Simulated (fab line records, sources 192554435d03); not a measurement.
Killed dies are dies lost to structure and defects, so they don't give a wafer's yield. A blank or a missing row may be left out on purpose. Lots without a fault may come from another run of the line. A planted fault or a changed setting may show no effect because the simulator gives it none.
Chamber matching | flow n5_finfet | N5_BEOL_M9_DESCUM_33 on rie_diel-03: 4 sister chambers
The step chemistry O2, time 7 s. 16 wafers are shown with their chamber, then 8 later ones without.

WAFERS WITH THEIR CHAMBER
wafer  | chamber | drypump_motor_current_A (A) | showerhead_plenum_p_Torr (Torr) | throttle_valve_pct (%)
L076.3 | 3       | 6.5                         | 2.07                            | 20.69
L076.5 | 3       | 6.4                         | 2.07                            | 20.66
L076.6 | 0       | 6.4                         | 2.00                            | 20.41
L077.1 | 2       | 6.2                         | 2.12                            | 19.82
L077.4 | 3       | 6.5                         | 2.07                            | 20.67
L077.5 | 1       | 5.8                         | 2.14                            | 20.42
L079.1 | 0       | 6.4                         | 1.99                            | 20.40
L079.2 | 1       | 5.8                         | 2.14                            | 20.45
L079.3 | 3       | 6.4                         | 2.07                            | 20.69
L083.1 | 2       | 6.2                         | 2.11                            | 19.87
L083.3 | 3       | 6.5                         | 2.07                            | 20.26
L083.4 | 1       | 5.8                         | 2.14                            | 20.45
L085.3 | 1       | 5.8                         | 2.14                            | 20.46
L085.5 | 3       | 6.5                         | 2.07                            | 20.28
L085.6 | 0       | 6.4                         | 1.99                            | 20.41
L088.2 | 1       | 5.8                         | 2.13                            | 20.47

SIGNATURES (means of the wafers above)
reading                  | chamber 0 | chamber 1 | chamber 2 | chamber 3 | scatter within a chamber
drypump_motor_current_A  | 6.400     | 5.800     | 6.200     | 6.467     | 0.0333
showerhead_plenum_p_Torr | 1.9933    | 2.1380    | 2.1150    | 2.0700    | 0.00405
throttle_valve_pct       | 20.4067   | 20.4500   | 19.8450   | 20.5417   | 0.137
Rule: a wafer's distance from a chamber is the root of the sum, over the readings, of the square of ((its reading less the chamber's mean) divided by the reading's scatter). The wafer belongs to the nearest chamber; if the next one is less than 2 further off, it can't be placed. The scatter: the root of (the sum of the squares of (reading less its chamber's mean) over the shown wafers, divided by (wafers less chambers)).

WAFERS WITHOUT THEIR CHAMBER
wafer  | drypump_motor_current_A (A) | showerhead_plenum_p_Torr (Torr) | throttle_valve_pct (%)
L088.4 | 6.4                         | 2.06                            | 20.29
L088.6 | 5.8                         | 2.13                            | 20.48
L090.1 | 6.2                         | 2.11                            | 19.87
L090.2 | 5.8                         | 2.13                            | 20.47
L090.3 | 6.4                         | 1.99                            | 20.44
L097.3 | 6.4                         | 1.98                            | 20.48
L097.5 | 6.5                         | 2.06                            | 20.31
L097.6 | 6.2                         | 2.10                            | 19.89

WHICH CHAMBER EACH WENT THROUGH
wafer  | from the rows above | in truth
L088.4 | 3                   | 3
L088.6 | 1                   | 1
L090.1 | 2                   | 2
L090.2 | 1                   | 1
L090.3 | 0                   | 0
L097.3 | 0                   | 0
L097.5 | 3                   | 3
L097.6 | 2                   | 2
Placed correctly: 8 of 8. Can't be placed from these rows: 0. Placed wrongly: 0.
